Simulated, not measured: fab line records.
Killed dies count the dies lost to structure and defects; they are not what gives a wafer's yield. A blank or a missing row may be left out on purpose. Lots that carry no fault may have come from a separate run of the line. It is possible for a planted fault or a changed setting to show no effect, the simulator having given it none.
Chamber matching	flow nand-harc	NHARC_P_CONTACT_DESCUM_17 on rie-diel-13 has 4 sister chambers
The step chemistry O2, time 3 s. 14 wafers are shown with their chamber, then 7 later ones without.

WAFERS, EACH WITH ITS CHAMBER
wafer	chamber	oes-product-au (a.u.)	throttle-valve-pct (%)	rf-vpp-V (V)
L570.1	2	1.003	11.299	57.3
L570.3	3	0.991	11.299	57.1
L570.4	0	0.992	11.320	58.5
L574.1	3	0.996	11.302	57.8
L574.5	3	0.986	11.326	57.9
L574.6	2	1.009	11.311	57.1
L575.1	3	0.996	11.312	57.4
L575.4	2	1.006	11.317	58.7
L575.5	3	1.001	11.297	58.8
L580.1	1	1.009	11.327	55.1
L580.2	3	1.007	11.307	57.6
L580.4	2	1.001	11.305	55.7
L579.2	1	1.014	11.311	58.3
L579.5	2	0.994	11.307	56.9

SIGNATURES, as means of the wafers listed above
reading	chamber 0	chamber 1	chamber 2	chamber 3	scatter within a chamber
oes-product-au	0.99200	1.01150	1.00260	0.99617	0.00642
throttle-valve-pct	11.32000	11.31900	11.30780	11.30717	0.0094
rf-vpp-V	58.500	56.700	57.140	57.767	1.07
Rule: for a wafer and a chamber, the distance is found by dividing, reading by reading, the gap between the wafer's reading and the chamber's mean by the reading's scatter, squaring, summing and taking the root. If the next closest chamber is less than 2 further off than the closest, the wafer can't be placed; otherwise it belongs to the closest. The scatter: the root of (the sum of the squares of (reading less its chamber's mean) over the shown wafers, divided by (wafers less chambers)).

WAFERS MISSING THEIR CHAMBER
wafer	oes-product-au (a.u.)	throttle-valve-pct (%)	rf-vpp-V (V)
L579.6	0.996	11.310	58.1
L582.2	0.995	11.317	59.3
L582.4	0.999	11.299	57.3
L582.5	1.013	11.325	57.5
L590.3	1.005	11.320	56.4
L590.4	0.996	11.312	58.0
L590.5	0.998	11.309	58.0

EACH ONE'S CHAMBER
wafer	from the rows above	in truth
L579.6	can't be placed: 3 or 0 or 2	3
L582.2	can't be placed: 0 or 3 or 2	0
L582.4	can't be placed: 3 or 2 or 0 or 1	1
L582.5	can't be placed: 1 or 2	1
L590.3	can't be placed: 1 or 2 or 3 or 0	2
L590.4	can't be placed: 3 or 0 or 2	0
L590.5	can't be placed: 3 or 2 or 0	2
Correct placement for 0 of the 7. Unplaceable from these rows: 7, with the true chamber sitting among the candidates in 7. 0 placed wrongly.
